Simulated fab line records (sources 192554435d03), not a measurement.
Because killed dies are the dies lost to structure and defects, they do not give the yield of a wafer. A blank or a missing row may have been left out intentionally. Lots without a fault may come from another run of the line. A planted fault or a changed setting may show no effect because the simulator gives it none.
Struck lot and sound lot, side by side || flow n5-finfet || 41 out of 1938 route steps
Sound: wafers L629.4, L629.5, L629.6. Wafers struck: L633.2, L633.5, L633.6. At the end, the cause is stated.
For every step that has rows: the tool of each side, followed by ch and its chambers, followed by its first start. Under that, the readings that differ: sound wafers || struck wafers || difference of the means || sigmas: that difference in standard deviations of wafers without a fault.
alike: words and numbers the same on both sides, and readings whose means are apart by under 2 such deviations; not compared: readings that were withheld, readings missing a value for some wafer, numbers with overlapping values and no deviation given by the record, and bounds like >300 which may hide the same value.
A row with sigmas, a row that says differs or no value, or rows on one side alone: a step with any of these is where the two part. Non-overlapping numbers with no deviation appear without sigmas and do not part them. A reading that every wafer of one side lacks parts them only if that side has two wafers or more.

first, 11 steps without rows for these wafers: N5_BEOL_M0_SAQP_STRIP_115 (strips in post etch residue remover, time 60 s); N5_BEOL_M0_SAQP_SRD_93 (time 30 s); N5_BEOL_M0_SAQP_RECESS_114 (chemistry HF/NH3, target SiO2, target depth 14.4 nm, afs cycles 3, sublimation time 60 s); N5_BEOL_M0_SAQP_SPACER1_ALD_98 (deposits SiO2, target thk 12.8 nm, pulse time 1 s, purge time 2 s); N5_BEOL_M0_SAQP_SPACER1_ETCHBACK_99 (etches SiO2 in CHF3/O2, target depth 15.4 nm, time 7.7 s); N5_BEOL_M0_SAQP_MANDREL1_REMOVE_100 (chemistry HBr/Cl2/O2, target a-Si, stops on SiNx, bt time 10 s); N5_BEOL_M0_SAQP_ETCH_101 (etches SiNx in CH3F/O2, target depth 29.9 nm, time 42.7 s); N5_BEOL_M0_SAQP_ETCH_102 (etches SiO2 in CF4, target depth 4 nm, time 4.4 s); N5_BEOL_M0_SAQP_MANDREL_ETCH_103 (etches a-Si in HBr/Cl2, stops on SiCN, target depth 45 nm, bt time 10 s, time 27 s); N5_BEOL_M0_SAQP_RECESS_104 (chemistry HF/NH3, target SiO2, target depth 18 nm, afs cycles 3, sublimation time 60 s); N5_BEOL_M0_SAQP_COAT_105 (time 60 s, resist thk 100 nm).
N5_BEOL_M0_SAQP_ETCH_106: etches SOC in N2/H2, stops on SiNx, target depth 150 nm.
  sound on rie-diel-05 ch 1,2,3, day 6 11:42; struck on rie-diel-05 ch 1,2,3, day 7 09:28
  alike: chamber-pressure-mTorr, drypump-motor-current-A, oes-product-au, rf-vpp-V, showerhead-plenum-p-Torr, throttle-valve-pct
  not compared: rf-hours-counter-h
then, 15 steps without rows for these wafers: N5_BEOL_M0_SAQP_ETCH_107 (etches SiNx in CH3F/O2, target depth 30 nm); N5_BEOL_M0_SAQP_STRIP_108 (strips in N2/H2); N5_BEOL_M0_SAQP_RECESS_109 (chemistry HF/NH3, target SiO2, target depth 3 nm, afs cycles 1, sublimation time 60 s); N5_BEOL_M0_SAQP_SPACER2_ALD_26 (deposits SiO2, target thk 15 nm, pulse time 1 s, purge time 2 s); N5_BEOL_M0_SAQP_SPACER2_ETCHBACK_27 (etches SiO2 in CHF3/O2, target depth 22.5 nm, time 11.25 s); N5_BEOL_M0_SAQP_MANDREL2_REMOVE_110 (chemistry HBr/Cl2/O2, target a-Si, stops on SiCN, bt time 10 s); N5_BEOL_M0_SAQP_COAT_69 (time 60 s, resist thk 90 nm); N5_BEOL_M0_SAQP_COAT_72 (time 60 s, resist thk 15 nm); N5_BEOL_M0_SAQP_COAT_87 (time 60 s, resist thk 5 nm); N5_BEOL_M0_SAQP_COAT_34 (resist thk 30 nm); N5_BEOL_M0_SAQP_EBR_36; N5_BEOL_M0_SAQP_SOFTBAKE_35 (time 60 s); N5_BEOL_M0_SAQP_EXPOSE_37 (exposes mask M0 CUT1, target cd 30 nm); N5_BEOL_M0_SAQP_PEB_38 (peb time 60 s); N5_BEOL_M0_SAQP_DEVELOP_39 (develop time 30 s).
N5_BEOL_M0_SAQP_INSPECT_42: inspects for defects (brightfield).
  sound on defect-inspect-02, day 6 13:25; struck on defect-inspect-02, day 7 10:59
{"reading": "raw-defect-count", "sound": "556 326 521", "struck": "1290 1195 1339", "difference": "+807", "sigmas": "+11"}
then, 10 steps without rows for these wafers: N5_BEOL_M0_SAQP_DESCUM_45 (chemistry O2, time 7 s); N5_BEOL_M0_SAQP_ETCH_88 (etches underlayer in N2/H2, target depth 6.5 nm, time 5.2 s); N5_BEOL_M0_SAQP_ETCH_73 (etches SiARC in CF4, target depth 19.5 nm, time 32.5 s); N5_BEOL_M0_SAQP_CUT_ETCH_46 (etches SOC in N2/H2, target depth 135 nm, overetch 27 nm, time 202.5 s); N5_BEOL_M0_SAQP_STRIP_74 (strips in N2/H2); N5_BEOL_M0_SAQP_STRIP_89 (strips in N2/H2); N5_BEOL_M0_SAQP_ALD_48 (deposits SiO2, target thk 20 nm, pulse time 1 s, co reactant pulse time 1 s); N5_BEOL_M0_SAQP_ETCH_49 (etches SiO2 in CF4/O2, target depth 37 nm); N5_BEOL_M0_SAQP_STRIP_75 (strips in CF4); N5_BEOL_M0_CUTY_COAT_50 (time 60 s, resist thk 15 nm).
N5_BEOL_M0_CUTY_INSPECT_59: inspects for defects (macro).
  sound on defect-inspect-02, day 6 14:49; struck on defect-inspect-02, day 7 12:41
{"reading": "raw-defect-count", "sound": "3 4 2", "struck": ">300 >300 >300", "difference": "differs", "sigmas": ""}
-- here the record skips 3 days between the struck wafers' starts before and after, leaving off in module BEOL_M0_CUTY and picking up in module BEOL_M4 (first step shown: number 1111 of the route) --
N5_BEOL_M4_RC_MEAS_101:
  sound on prober-01 ch 0, day 9 17:07; struck on prober-02 ch 0, day 10 12:12
  alike: DIBL_N, DIBL_P, IOFF_N, IOFF_P, ION_N, ION_P, SS_N, SS_P, VT_N, VT_P
-- here the record skips 4 days between the struck wafers' starts before and after, leaving off in module BEOL_M4 and picking up in module PASSIVATION (first step shown: number 1936 of the route) --
N5_PASSIVATION_PROBE_49:
  the record has rows for the struck wafers here (prober-01, day 14 20:22) and none for the sound ones

## WHERE THEY PART
First at N5_BEOL_M0_SAQP_INSPECT_42; last, within this record, at N5_PASSIVATION_PROBE_49.

WHY: the cause the simulator had injected
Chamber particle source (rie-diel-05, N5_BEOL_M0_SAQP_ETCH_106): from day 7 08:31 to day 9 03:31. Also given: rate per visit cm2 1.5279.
